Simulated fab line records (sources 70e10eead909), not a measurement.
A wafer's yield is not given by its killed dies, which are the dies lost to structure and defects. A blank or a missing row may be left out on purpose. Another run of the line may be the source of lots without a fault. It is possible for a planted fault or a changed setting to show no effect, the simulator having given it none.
fab line records -- flow nandHarc
record lots=6, wafers=18, lastDay=25
route steps=1159 shown P_GATE@127 END@1159
lots with no fault: from the same line, run without faults
startH: start of the lot's first displayed wafer, in hours after the record's first day -- waitH: hours from the lot's prior step to this one -- " the same as in the row above -- L1.1+2: one row covering several wafers at once -- - no value, or no start was given -- * or withheld: withheld -- < > ~ a bound
route shown NAME@n: names a module that has steps shown in the file, with the first one's number in the route -- usual: the fault-free wafers' mean and standard deviation -- same: alike in all rows -- chamber/n: place in a boat -- sites: each site's reading -- _std_site: how widely they spread, as a standard deviation -- _edge_site: outer sites' mean less inner sites' -- radiusMm: how far each site lies from the wafer's centre -- mask NAME#n: copy n -- behind: tool/chamber where the wafer was last shaped -- hold: why the lot was held/for how many hours/how that ended -- device: transistor that didn't switch, given as n, p or np -- end of line: the route-end tests of the same wafers -- a step without rows: its recipe alone -- killed: at the first sort, the dies lost to defects and structure; wafer yield is something else -- map: shows each die of a wafer: x if killed, . if not, _ if none is there
set.NAME: the setting the step ran with; set.NAME@STEP: the setting that earlier step ran with -- model.NAME: the simulator's own value behind a step, which no gauge read
lots at selected steps of the route; one table per step, one row per wafer
services: the hour from which a tool's chamber was out of use, counted from the record's first day as startH (under 0 if before that day), plus the number of hours and why
## steps
# step NHARC_P_GATE_PRECLEAN_71
# recipe timeS=*, tempC=50, bathAgeMin=0, chemistry=SC1
# step NHARC_P_GATE_SRD_72
# step NHARC_P_GATE_OXIDE_16
# recipe targetThkA=30, tempC=875, oxTimeS=392, material=SiO2
# step NHARC_P_GATE_CVD_17
# recipe targetThkA=1500, tempC=620, timeS=900, material=poly-Si
# step NHARC_P_GATE_HM_DEP_102
# recipe targetThkA=1200, tempC=400, material=aC
# usual throttleValvePct=35.000/0.0084
lot.wafer,tool,chamber,startH,waitH,throttleValvePct
L379.1,aclDep-02,0,96.08,1.4,34.998
L379.3,aclDep-02,0,96.08,1.4,35.002
L379.4,aclDep-02,0,96.08,1.4,35.000
L384.1,aclDep-01,0,125.79,3.5,34.989
L384.4,aclDep-01,0,125.79,3.5,34.985
L384.5,aclDep-01,0,125.79,3.5,35.001
L391.3,aclDep-01,0,166.69,3.0,34.996
L391.5,aclDep-01,0,166.69,3.0,35.002
L391.6,aclDep-01,0,166.69,3.0,34.991
L390.3,aclDep-03,0,166.82,3.1,34.991
L390.4,aclDep-03,0,166.82,3.1,34.989
L390.5,aclDep-03,0,166.82,3.1,35.006
L398.4,aclDep-02,0,208.49,0.7,34.999
L398.5,aclDep-02,0,208.49,0.7,34.996
L398.6,aclDep-02,0,208.49,0.7,34.993
L401.1,aclDep-02,0,221.36,0.4,34.995
L401.4,aclDep-02,0,221.36,0.4,35.009
L401.5,aclDep-02,0,221.36,0.4,34.988
# step NHARC_P_GATE_DEP_103
# recipe targetThkA=300, targetThkNm=30, tempC=400, flowSccm=200, rfW=350, material=SiON
# step NHARC_P_GATE_DEHYDRATE_18
# recipe tempC=150, timeS=120
# step NHARC_P_GATE_HMDS_19
# recipe timeS=30
# step NHARC_P_GATE_COAT_20
# recipe spinRpm=1500, resistThkNm=90
# step NHARC_P_GATE_SOFTBAKE_21
# recipe tempC=105, timeS=55
# step NHARC_P_GATE_EBR_22
# step NHARC_P_GATE_EXPOSE_23
# recipe na=1.35, targetCdNm=120, doseMj=93.91, maskId=P_GATE
# step NHARC_P_GATE_PEB_24
# recipe pebTempC=100, pebTimeS=65
# usual chillPlateTempC=23.00/0.098, heaterPowerTotalW=156.6/0.42, plateTempC=100.00/0.13
lot.wafer,tool,chamber,startH,waitH,chillPlateTempC,heaterPowerTotalW,plateTempC
L379.1,lithoTrack-06,0,97.24,0.1,23.00,156.6,99.96
L379.3,lithoTrack-06,0,97.24,0.1,22.87,157.1,100.08
L379.4,lithoTrack-06,0,97.24,0.1,22.95,156.6,100.00
L384.1,lithoTrack-04,0,127.06,0.1,22.84,155.9,100.09
L384.4,lithoTrack-04,0,127.06,0.1,22.89,157.1,100.01
L384.5,lithoTrack-04,0,127.06,0.1,22.97,156.7,99.95
L391.3,lithoTrack-06,0,167.76,0.0,22.95,152.1,98.02
L391.5,lithoTrack-06,0,167.76,0.0,22.99,152.1,97.97
L391.6,lithoTrack-06,0,167.76,0.0,22.99,152.2,98.11
L390.3,lithoTrack-06,0,167.91,0.0,23.14,152.0,98.08
L390.4,lithoTrack-06,0,167.91,0.0,22.88,152.5,98.21
L390.5,lithoTrack-06,0,167.91,0.0,23.05,151.8,98.28
L398.4,lithoTrack-04,0,209.44,0.0,23.04,156.5,100.07
L398.5,lithoTrack-04,0,209.44,0.0,23.02,156.6,100.06
L398.6,lithoTrack-04,0,209.44,0.0,22.92,156.3,100.00
L401.1,lithoTrack-01,0,222.50,0.1,23.00,157.1,99.72
L401.4,lithoTrack-01,0,222.50,0.1,23.01,157.0,99.93
L401.5,lithoTrack-01,0,222.50,0.1,23.11,156.4,99.72
# step NHARC_P_GATE_DEVELOP_25
# recipe developTimeS=35, devTempC=23
# step NHARC_P_GATE_CD_MEAS_26
# recipe targetCdNm=120, landingEnergyEv=500
# usual cdNm=120.1/0.57
lot.wafer,tool,chamber,startH,waitH,cdNm
L379.1,cdSem-03,0,97.32,-,119.7
L379.3,cdSem-03,0,97.32,-,119.6
L379.4,cdSem-03,0,97.32,-,119.5
L384.1,cdSem-03,0,127.14,-,120.1
L384.4,cdSem-03,0,127.14,-,120.3
L384.5,cdSem-03,0,127.14,-,119.7
L391.3,cdSem-03,0,167.84,-,127.1
L391.5,cdSem-03,0,167.84,-,126.9
L391.6,cdSem-03,0,167.84,-,126.6
L390.3,cdSem-02,0,167.99,-,127.5
L390.4,cdSem-02,0,167.99,-,127.3
L390.5,cdSem-02,0,167.99,-,127.1
L398.4,cdSem-01,0,209.52,-,120.3
L398.5,cdSem-01,0,209.52,-,119.9
L398.6,cdSem-01,0,209.52,-,120.8
L401.1,cdSem-01,0,222.58,-,120.0
L401.4,cdSem-01,0,222.58,-,119.2
L401.5,cdSem-01,0,222.58,-,120.0
# step NHARC_P_GATE_OVL_MEAS_27
# usual overlayXNm=-0.1/0.75, overlayYNm=0.1/0.83
lot.wafer,tool,chamber,startH,waitH,overlayXNm,overlayYNm
L379.1,overlay-01,-,97.41,-,1.1,-0.6
L379.3,overlay-01,-,97.41,-,1.5,-0.9
L379.4,overlay-01,-,97.41,-,1.0,-1.1
L384.1,overlay-02,-,127.23,-,0.4,0.4
L384.4,overlay-02,-,127.23,-,-0.5,0.1
L384.5,overlay-02,-,127.23,-,0.0,0.1
L391.3,overlay-02,-,167.92,-,-0.1,0.3
L391.5,overlay-02,-,167.92,-,0.3,-0.3
L391.6,overlay-02,-,167.92,-,-0.1,-0.2
L390.3,overlay-02,-,168.08,-,-1.1,0.6
L390.4,overlay-02,-,168.08,-,-1.6,0.2
L390.5,overlay-02,-,168.08,-,-1.4,0.7
L398.4,overlay-02,-,209.61,-,-0.4,0.7
L398.5,overlay-02,-,209.61,-,-0.5,1.5
L398.6,overlay-02,-,209.61,-,-0.4,0.5
L401.1,overlay-01,-,222.66,-,-0.8,0.6
L401.4,overlay-01,-,222.66,-,-1.1,-0.3
L401.5,overlay-01,-,222.66,-,-1.2,0.3
# step NHARC_P_GATE_INSPECT_28
# usual rawDefectCount=7/3.3
lot.wafer,tool,chamber,startH,waitH,rawDefectCount
L379.1,defectInspect-02,-,97.44,0.0,12
L379.3,defectInspect-02,-,97.44,0.0,4
L379.4,defectInspect-02,-,97.44,0.0,8
L384.1,defectInspect-02,-,127.26,0.0,7
L384.4,defectInspect-02,-,127.26,0.0,7
L384.5,defectInspect-02,-,127.26,0.0,5
L391.3,defectInspect-02,-,167.96,0.0,8
L391.5,defectInspect-02,-,167.96,0.0,12
L391.6,defectInspect-02,-,167.96,0.0,6
L390.3,defectInspect-01,-,168.11,0.0,3
L390.4,defectInspect-01,-,168.11,0.0,9
L390.5,defectInspect-01,-,168.11,0.0,10
L398.4,defectInspect-02,-,209.64,0.0,6
L398.5,defectInspect-02,-,209.64,0.0,5
L398.6,defectInspect-02,-,209.64,0.0,6
L401.1,defectInspect-02,-,222.70,0.0,5
L401.4,defectInspect-02,-,222.70,0.0,4
L401.5,defectInspect-02,-,222.70,0.0,8
# step NHARC_P_GATE_DESCUM_31
# recipe timeS=3, o2FlowSccm=200, arFlowSccm=0, biasPowerW=0, chemistry=O2
# usual drypumpMotorCurrentA=5.98/0.21, oesProductAu=0.999/0.0071, rfVppV=57.8/1, showerheadPlenumPTorr=1.91/0.084, throttleValvePct=11.312/0.009
lot.wafer,tool,chamber,startH,waitH,drypumpMotorCurrentA,oesProductAu,rfHoursCounterH,rfVppV,showerheadPlenumPTorr,throttleValvePct,model.P_GATE.cdNm
L379.1,rieDiel-02,1,97.52,0.1,6.24,0.994,21,57.9,2.04,11.319,120.1
L379.3,rieDiel-02,3,97.52,0.1,6.00,1.009,18,57.0,1.86,11.313,119.7
L379.4,rieDiel-02,2,97.52,0.1,6.08,1.012,-,55.9,1.87,11.305,120.4
L384.1,rieDiel-02,3,127.35,0.1,5.97,0.989,27,58.0,1.86,11.313,120
L384.5,rieDiel-02,2,127.35,0.1,6.05,0.998,-,56.4,1.86,11.330,120.2
L384.4,rieDiel-02,3,127.35,0.1,5.99,0.989,-,57.7,1.86,11.313,120.2
L391.3,rieDiel-02,2,168.04,0.1,6.09,1.004,1,58.6,1.86,11.325,127.7
L391.6,rieDiel-02,0,168.04,0.1,6.00,1.009,-,57.9,1.89,11.299,127.2
L391.5,rieDiel-02,1,168.04,0.1,6.24,1.005,-,59.1,2.03,11.300,127.1
L390.3,rieDiel-12,0,168.20,0.1,6.11,0.999,46,57.6,1.93,11.313,127.5
L390.4,rieDiel-12,3,168.20,0.1,6.20,1.003,39,57.7,2.02,11.329,126.8
L390.5,rieDiel-12,1,168.20,0.1,5.81,0.998,-,57.1,1.81,11.314,127.1
L398.4,rieDiel-02,1,209.71,0.1,6.22,1.005,7,57.5,2.03,11.322,120.2
L398.5,rieDiel-02,0,209.71,0.1,6.04,1.006,-,57.8,1.89,11.312,120.4
L398.6,rieDiel-02,1,209.71,0.1,6.22,1.003,-,57.5,2.03,11.300,120.3
L401.1,rieDiel-12,0,222.76,0.1,6.11,0.999,3,55.3,1.93,11.324,120.8
L401.4,rieDiel-12,2,222.76,0.1,5.59,0.998,2,58.5,1.90,11.315,119.4
L401.5,rieDiel-12,1,222.76,0.1,5.79,1.002,-,55.7,1.81,11.314,120.4
# step NHARC_P_GATE_ETCH_104
# recipe targetDepthA=600, timeS=withheld, cf4FlowSccm=100, chf3FlowSccm=30, arFlowSccm=0, rfW=500, biasW=200, chemistry=CF4/CHF3
# usual drypumpMotorCurrentA=5.98/0.21, oesProductAu=0.953/0.019, rfVppV=370.5/2.2, showerheadPlenumPTorr=1.57/0.065, throttleValvePct=16.803/0.0088
lot.wafer,tool,chamber,startH,waitH,drypumpMotorCurrentA,oesProductAu,rfVppV,showerheadPlenumPTorr,throttleValvePct
L379.1,rieDiel-02,1,97.82,0.3,6.22,0.939,373.6,1.67,16.799
L379.3,rieDiel-02,2,97.82,0.3,6.04,0.947,369.4,1.54,16.813
L379.4,rieDiel-02,1,97.82,0.3,6.23,0.939,373.8,1.67,16.783
L384.1,rieDiel-02,2,127.43,0.1,6.12,0.965,369.2,1.53,16.812
L384.4,rieDiel-02,2,127.43,0.1,6.06,0.971,369.2,1.53,16.819
L384.5,rieDiel-02,3,127.43,0.1,5.96,0.942,369.9,1.53,16.820
L391.3,rieDiel-02,2,168.12,0.1,6.03,0.985,368.8,1.53,16.791
L391.6,rieDiel-02,3,168.12,0.1,5.99,0.972,368.3,1.53,16.801
L391.5,rieDiel-02,0,168.12,0.1,5.98,0.970,370.2,1.56,16.803
L390.3,rieDiel-12,2,168.29,0.1,5.57,0.957,369.9,1.57,16.795
L390.4,rieDiel-12,3,168.29,0.1,6.19,0.966,373.8,1.65,16.793
L390.5,rieDiel-12,1,168.29,0.1,5.79,0.951,369.6,1.49,16.810
L398.4,rieDiel-02,0,209.79,0.1,6.02,0.954,369.8,1.56,16.802
L398.5,rieDiel-02,3,209.79,0.1,5.96,0.947,369.2,1.53,16.804
L398.6,rieDiel-02,0,209.79,0.1,6.01,0.955,370.3,1.56,16.800
L401.1,rieDiel-12,1,222.85,0.1,5.79,0.962,368.6,1.49,16.796
L401.4,rieDiel-12,2,222.85,0.1,5.57,0.972,370.9,1.56,16.809
L401.5,rieDiel-12,1,222.85,0.1,5.79,0.964,367.4,1.49,16.795
# step NHARC_P_GATE_HM_OPEN_105
# recipe targetDepthA=3600, o2FlowSccm=400, cosFlowSccm=20, arFlowSccm=0, rfW=500, biasW=300, chemistry=O2/COS
# usual drypumpMotorCurrentA=6.00/0.21, oesProductAu=1.001/0.0072, rfVppV=467.1/2.7, showerheadPlenumPTorr=3.12/0.13, throttleValvePct=28.330/0.0098
lot.wafer,tool,chamber,startH,waitH,drypumpMotorCurrentA,oesProductAu,rfHoursCounterH,rfVppV,showerheadPlenumPTorr,throttleValvePct
L379.1,rieDiel-02,2,-,-,6.01,1.003,17,464.3,3.05,28.315
L379.3,rieDiel-02,3,-,-,6.02,0.995,18,466.0,3.04,28.322
L379.4,rieDiel-02,1,-,-,6.26,1.006,-,469.2,3.31,28.314
L384.1,rieDiel-02,2,-,-,6.07,1.013,26,466.2,3.04,28.324
L384.5,rieDiel-02,2,-,-,6.07,1.005,-,466.5,3.04,28.333
L384.4,rieDiel-02,1,-,-,6.23,1.004,-,470.5,3.31,28.318
L391.3,rieDiel-02,1,-,-,6.25,1.004,0,469.3,3.30,28.327
L391.6,rieDiel-02,0,-,-,6.03,1.010,-,468.0,3.09,28.327
L391.5,rieDiel-02,1,-,-,6.25,0.996,-,471.4,3.30,28.352
L390.3,rieDiel-12,2,-,-,5.57,0.996,47,468.6,3.11,28.327
L390.4,rieDiel-12,0,-,-,6.12,1.008,46,467.5,3.15,28.325
L390.5,rieDiel-12,1,-,-,5.80,1.007,-,463.7,2.96,28.329
L398.4,rieDiel-02,1,-,-,6.25,1.003,7,469.8,3.30,28.317
L398.6,rieDiel-02,3,-,-,6.03,0.990,-,465.4,3.03,28.329
L398.5,rieDiel-02,0,-,-,6.02,1.000,-,466.7,3.09,28.329
L401.1,rieDiel-12,3,-,-,6.19,0.997,2,471.2,3.27,28.332
L401.4,rieDiel-12,2,-,-,5.59,1.005,2,466.4,3.11,28.332
L401.5,rieDiel-12,0,-,-,6.12,0.999,-,467.7,3.15,28.340
# step NHARC_P_GATE_STRIP_106
# recipe o2FlowSccm=400, cosFlowSccm=20, arFlowSccm=0, biasW=0, chemistry=O2/COS
# step NHARC_P_GATE_ETCH_114
# recipe targetDepthA=300, overetchA=30, timeS=16.5, ionEnergyEv=100, cf4FlowSccm=80, o2FlowSccm=20, arFlowSccm=0, rfW=300, biasW=100, chemistry=CF4/O2
# usual drypumpMotorCurrentA=5.96/0.22, oesProductAu=0.999/0.0072, rfVppV=197.7/1.4, showerheadPlenumPTorr=1.33/0.057, throttleValvePct=13.398/0.0089
lot.wafer,tool,chamber,startH,waitH,drypumpMotorCurrentA,oesProductAu,rfHoursCounterH,rfVppV,showerheadPlenumPTorr,throttleValvePct
L379.1,rieDiel-02,1,-,-,6.22,0.994,21,199.9,1.42,13.393
L379.3,rieDiel-02,3,-,-,5.98,0.993,18,197.4,1.30,13.399
L379.4,rieDiel-02,3,-,-,5.99,0.989,-,196.3,1.30,13.402
L384.1,rieDiel-02,2,-,-,6.02,0.999,26,197.7,1.30,13.408
L384.5,rieDiel-02,1,-,-,6.22,1.005,-,199.3,1.42,13.392
L384.4,rieDiel-02,2,-,-,6.03,1.000,-,197.7,1.30,13.379
L391.3,rieDiel-02,0,-,-,6.03,1.006,1,198.1,1.32,13.404
L391.5,rieDiel-02,0,-,-,6.01,1.002,-,196.7,1.32,13.397
L391.6,rieDiel-02,1,-,-,6.21,1.001,-,199.5,1.42,13.418
L390.4,rieDiel-12,2,-,-,5.57,1.000,47,196.9,1.33,13.409
L390.3,rieDiel-12,0,-,-,6.12,1.001,46,198.1,1.35,13.406
L390.5,rieDiel-12,1,-,-,5.80,0.997,-,195.0,1.27,13.394
L398.4,rieDiel-02,1,-,-,6.23,1.005,7,201.2,1.41,13.397
L398.6,rieDiel-02,1,-,-,6.25,0.999,-,199.9,1.41,13.413
L398.5,rieDiel-02,2,-,-,6.08,1.000,-,196.4,1.30,13.392
L401.4,rieDiel-12,3,-,-,6.21,0.994,2,200.9,1.40,13.379
L401.1,rieDiel-12,0,-,-,6.09,0.996,3,198.2,1.34,13.407
L401.5,rieDiel-12,2,-,-,5.55,0.993,-,196.9,1.33,13.409
# step NHARC_P_GATE_ETCH_32
# recipe targetDepthA=1500, overEtchFrac=1, overEtchIonEnergyEv=40, timeS=100.1, hbrFlowSccm=150, cl2FlowSccm=50, rfW=400, icpW=400, biasW=100, chemistry=HBr/Cl2
# usual drypumpMotorCurrentA=5.7/0.35, oesProductAu=0.999/0.0072, throttleValvePct=26.405/0.0094
lot.wafer,tool,chamber,startH,waitH,drypumpMotorCurrentA,oesProductAu,rfHoursCounterH,throttleValvePct,model.P_GATE.cdNm
L379.1,rieSi-03,0,98.48,-,5.8,1.007,1.1,26.406,121.3
L379.3,rieSi-03,2,98.48,-,6.0,0.992,0.9,26.421,120.9
L379.4,rieSi-03,3,98.48,-,5.9,0.989,1.1,26.414,123.3
L384.4,rieSi-04,0,127.93,-,5.4,0.990,0.1,26.416,122.9
L384.1,rieSi-04,1,127.93,-,5.6,1.001,0.1,26.398,121.4
L384.5,rieSi-04,0,127.93,-,5.3,0.991,-,26.396,121.8
L391.3,rieSi-01,0,168.51,-,5.3,1.001,0.3,26.401,129.5
L391.5,rieSi-01,2,168.51,-,6.0,1.000,-,26.420,128.9
L391.6,rieSi-01,3,168.51,-,5.7,1.006,-,26.399,126.2
L390.3,rieSi-03,0,168.84,-,5.8,1.007,0.1,26.404,129.8
L390.4,rieSi-03,1,168.84,-,5.3,1.000,0.1,26.400,126.6
L390.5,rieSi-03,2,168.84,-,6.0,0.994,-,26.406,129.9
L398.4,rieSi-03,0,210.16,-,5.8,1.003,0.5,26.393,122.8
L398.6,rieSi-03,0,210.16,-,5.8,1.008,-,26.392,122.8
L398.5,rieSi-03,1,210.16,-,5.3,0.995,-,26.402,121
L401.1,rieSi-01,2,223.27,-,6.0,1.011,0.7,26.405,119.4
L401.4,rieSi-01,0,223.27,-,5.3,0.994,0.8,26.407,116.1
L401.5,rieSi-01,1,223.27,-,5.4,1.006,-,26.427,118.3
# step NHARC_P_GATE_STRIP_108
# recipe o2FlowSccm=500, arFlowSccm=0, biasW=0, chemistry=O2
# usual drypumpMotorCurrentA=5.96/0.22, oesProductAu=0.999/0.0087, rfVppV=57.6/0.98, showerheadPlenumPTorr=3.51/0.14, throttleValvePct=17.037/0.0094
lot.wafer,tool,chamber,startH,waitH,drypumpMotorCurrentA,oesProductAu,rfHoursCounterH,rfVppV,showerheadPlenumPTorr,throttleValvePct
L379.3,rieDiel-02,1,98.64,-,6.25,0.999,21,57.3,3.74,17.044
L379.1,rieDiel-02,3,98.64,-,6.01,0.991,18,56.5,3.43,17.069
L379.4,rieDiel-02,2,98.64,-,6.06,0.999,-,57.1,3.45,17.050
L384.4,rieDiel-12,1,128.10,-,5.80,1.014,36,57.5,3.36,17.036
L384.1,rieDiel-12,3,128.10,-,6.24,1.010,26,57.9,3.71,17.047
L384.5,rieDiel-12,1,128.10,-,5.82,1.015,-,57.6,3.36,17.037
L391.3,rieDiel-02,0,168.66,-,6.02,1.017,1,57.9,3.50,17.031
L391.6,rieDiel-02,3,168.66,-,5.98,0.988,-,56.7,3.43,17.031
L391.5,rieDiel-02,0,168.66,-,6.04,1.010,-,57.7,3.50,17.022
L390.4,rieDiel-02,3,168.97,-,5.98,1.007,1,56.3,3.43,17.027
L390.3,rieDiel-02,1,168.97,-,6.25,1.000,1,59.2,3.73,17.030
L390.5,rieDiel-02,0,168.97,-,6.03,1.013,-,58.0,3.50,17.029
L398.4,rieDiel-02,2,210.37,-,6.05,1.001,8,56.2,3.43,17.028
L398.6,rieDiel-02,3,210.37,-,6.01,0.980,-,56.7,3.42,17.041
L398.5,rieDiel-02,0,210.37,-,6.01,0.987,-,58.3,3.49,17.027
L401.1,rieDiel-02,2,223.45,-,6.07,0.990,10,58.6,3.43,17.044
L401.4,rieDiel-02,3,223.45,-,6.03,0.980,11,57.5,3.42,17.041
L401.5,rieDiel-02,2,223.45,-,6.13,0.998,-,56.3,3.43,17.038
# step NHARC_END_SORT_01
# recipe tempC=25
# usual killedAtArray=28/10, killedAtOther=0.6/0.85, killedAtPeriphery=3.3/2.3, killedDies=32/11, killedOpen=3.3/1.5, killedShort=2.1/1.4
# same grossDies=677
lot.wafer,tool,chamber,startH,waitH,killedAtArray,killedAtOther,killedAtPeriphery,killedDies,killedOpen,killedShort
L390.3,prober-01,0,508.60,3.1,43,2,2,47,2,3
L390.4,prober-01,0,509.40,3.4,36,0,2,38,3,0
L390.5,prober-01,0,510.19,3.7,40,1,4,45,3,2
L391.3,prober-02,0,524.48,3.1,29,1,4,34,2,1
L391.5,prober-02,0,526.12,3.8,28,1,1,30,2,4
L391.6,prober-02,0,526.95,4.1,28,0,6,34,2,2
# killed by level:class
L390.3 A_CHANNEL_HOLE_D1:chamberFilmFlake=18 A_SLIT:chamberFilmFlake=17 A_BLC:chamberFilmFlake=4 THIN_TSV:chamberFilmFlake=2 P_CONTACT:geometricParticle:open=1 P_M1:geometricParticle:short=1 A_ONON_D1:geometricParticle:short=1 A_BLC:geometricParticle:short=1
L390.4 A_SLIT:chamberFilmFlake=17 A_CHANNEL_HOLE_D1:chamberFilmFlake=14 P_CONTACT:geometricParticle:open=2 A_CONTACT:chamberFilmFlake=2 A_BLC:chamberFilmFlake=2 A_CONTACT:geometricParticle:open=1
L390.5 A_SLIT:chamberFilmFlake=16 A_CHANNEL_HOLE_D1:chamberFilmFlake=12 A_CONTACT:chamberFilmFlake=5 A_BLC:chamberFilmFlake=3 A_M0:geometricParticle:short=2 P_STI:chamberFilmFlake=2 P_CONTACT:geometricParticle:open=1 P_M0:geometricParticle:open=1
L391.3 A_SLIT:chamberFilmFlake=14 A_CONTACT:chamberFilmFlake=5 A_CHANNEL_HOLE_D1:chamberFilmFlake=4 A_STAIRCASE:chamberFilmFlake=4 P_CONTACT:geometricParticle:open=1 A_WL_FILL:geometricParticle:open=1 A_BLC:geometricParticle:short=1 P_STI:chamberFilmFlake=1
L391.5 A_SLIT:chamberFilmFlake=16 A_CONTACT:chamberFilmFlake=3 A_CHANNEL_HOLE_D1:chamberFilmFlake=2 A_STAIRCASE:chamberFilmFlake=2 A_CHANNEL_FILL_D1:geometricParticle:short=1 A_WL_FILL:geometricParticle:short=1 A_CONTACT:geometricParticle:open=1 A_CONTACT:geometricParticle:short=1
L391.6 A_SLIT:chamberFilmFlake=18 A_CONTACT:chamberFilmFlake=4 A_STAIRCASE:chamberFilmFlake=3 P_CONTACT:geometricParticle:open=2 A_CHANNEL_HOLE_D1:chamberFilmFlake=2 P_GATE:geometricParticle:short=1 A_ONON_D1:geometricParticle:short=1 P_STI:chamberFilmFlake=1
## services
tool,chamber,startH,hours,kind
rieDiel-12,3,77.39,19.3,repair
rieSi-01,-,77.77,0.6,repair
rieSi-01,1,78.92,19.2,repair
rieDiel-02,0,80.81,-,clean
rieDiel-02,1,80.81,-,clean
rieDiel-02,0,87.14,44.0,repair
lithoTrack-01,-,93.00,7.0,pm
rieSi-04,-,99.00,9.0,pm
aclDep-01,-,112.79,13.0,pm
lithoTrack-06,-,117.00,7.0,pm
rieDiel-02,1,118.07,3.5,repair
rieSi-01,-,127.00,9.0,pm
lithoTrack-04,-,141.00,7.0,pm
rieDiel-02,-,150.70,9.0,pm
rieSi-03,-,155.03,9.0,pm
aclDep-02,-,171.17,13.0,pm
rieSi-04,-,186.35,2.7,repair
rieSi-01,2,186.61,4.2,repair
aclDep-03,-,189.48,0.0,repair
rieSi-04,-,189.96,0.2,repair
rieSi-03,2,190.78,8.9,repair
rieSi-01,3,202.11,6.5,repair
rieDiel-12,-,202.40,9.0,pm
rieSi-01,2,215.95,5.2,repair
## key
firstSign step=NHARC_P_GATE_PEB_24, reading=plateTempC, direction=down, sigmas=15, usual=*, struck=*
effect step=NHARC_P_GATE_PEB_24, reading=heaterPowerTotalW, direction=down, sigmas=11, usual=*, struck=*
effect step=NHARC_P_GATE_CD_MEAS_26, reading=cdNm, direction=up, sigmas=12, usual=120.1, struck=127.1
modelEffect step=NHARC_P_GATE_DESCUM_31, value=P_GATE.cdNm, without=120, struck=127.2
modelEffect step=NHARC_P_GATE_ETCH_32, value=P_GATE.cdNm, without=121.2, struck=128.5
metAt NHARC_P_GATE_PEB_24
struckWafers L390.3,L390.4,L390.5,L391.3,L391.5,L391.6
testerLeftOut L390,L391
onsetBetween 97.24 167.76
fault kind=processParameterDrift, tool=lithoTrack-06, chamber=-, onsetH=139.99, steps=NHARC_P_GATE_PEB_24, channel=pebTempC, offset=*, shape=step, endH=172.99, actsIn=*, stated=*
# testerLeftOut: of these lots the tester's yield and bins aren't shown, on N5 and GAA mostly nor the transistor test; their killed dies are dies lost to structure and defects alone, not to doping, threshold or leakage, so they don't give the yield
